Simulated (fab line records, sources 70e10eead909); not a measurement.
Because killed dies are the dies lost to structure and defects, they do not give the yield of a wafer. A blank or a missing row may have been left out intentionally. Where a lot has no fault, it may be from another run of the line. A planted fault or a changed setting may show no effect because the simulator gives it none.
Code-filled problem report in 8D (eight disciplines) form | flow nand harc | the parts of the form that need people (team, actions taken, sign-off) are left out

1. WHAT IS WRONG
At NHARC_A_CONTACT_SOFTBAKE_03, heater power total W averages 323.14 W over 6 wafers from 2 lots, while fault-free wafers read 188.47 W, standard deviation 0.14. That is +99 or more standard deviations from the usual mean.
The step: time 55 s.
Seen first at day 23 17:00 on litho track-04, wafer L853.2. At this step, 39 wafers from 13 lots have a number in the record. The rule behind "out" and "out of limits": a value lying over 4 standard deviations away from the usual mean. The rest of the wafers with a number are treated as sound.

2. WHAT IT IS, AND WHAT IT ISN'T
question                    | is                     | is not
which readings at this step | heater power total W   | chill plate temp C
which lots                  | L853, L855             | L848, L849, L851, L861, L863, L864, L865, L866, L868, L870, L871
which wafers of those lots  | all that have a number | -
read on which tools         | litho track-04         | litho track-01, litho track-06
when                        | from day 23 17:00      | up to then (9 sound wafers); but 24 sound wafers of L861, L863, L864, L865, L866, L868, L870, L871 came after

3. SUSPECTS, AND WHAT RULES EACH OUT
Counting: a tool stays on the suspect list if, at a process step up to the reading, it processed all lots that are out and no sound lot following the first of them.
- litho track-04 at NHARC_A_CONTACT_SOFTBAKE_03 (time 55 s): ruled out as a lasting fault. The sound lots L866, L865, L868, L870 went through it after L853, its earliest lot that is out (day 23 17:00).
Left after counting: nothing in the record.

4. THE CAUSE (what the simulator had put in)
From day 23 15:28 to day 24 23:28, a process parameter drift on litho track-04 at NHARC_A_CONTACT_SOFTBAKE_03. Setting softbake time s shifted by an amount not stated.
Counting ruled it out, wrongly.

5. SEQUENCE OF EFFECTS, ordered by route
Each row: a reading whose mean over the struck wafers that have a number lies more than 3 standard deviations from the usual. Readings are gone through only where the record gives a usual standard deviation; hours: the median, over the lots, of the time from a lot's start at the first step in this table giving one to that lot's start at this step; sigmas: the change measured in usual standard deviations.
hours | step                        | reading              | usual    | on struck wafers | change  | sigmas
0     | NHARC_A_CONTACT_SOFTBAKE_03 | heater power total W | 188.47 W | 323.14           | +134.67 | +99 or more
The process steps in it:
- NHARC_A_CONTACT_SOFTBAKE_03: time 55 s.
Later measuring or inspecting steps at which every struck wafer that the step has a row for has a number for every such reading, and none has moved that far: NHARC_END_SORT_01.

6. HOW IT WOULD HAVE BEEN CAUGHT EARLIER
First out-of-limits reading in this record: day 23 17:00, which is 2 hours after fault onset at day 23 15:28.
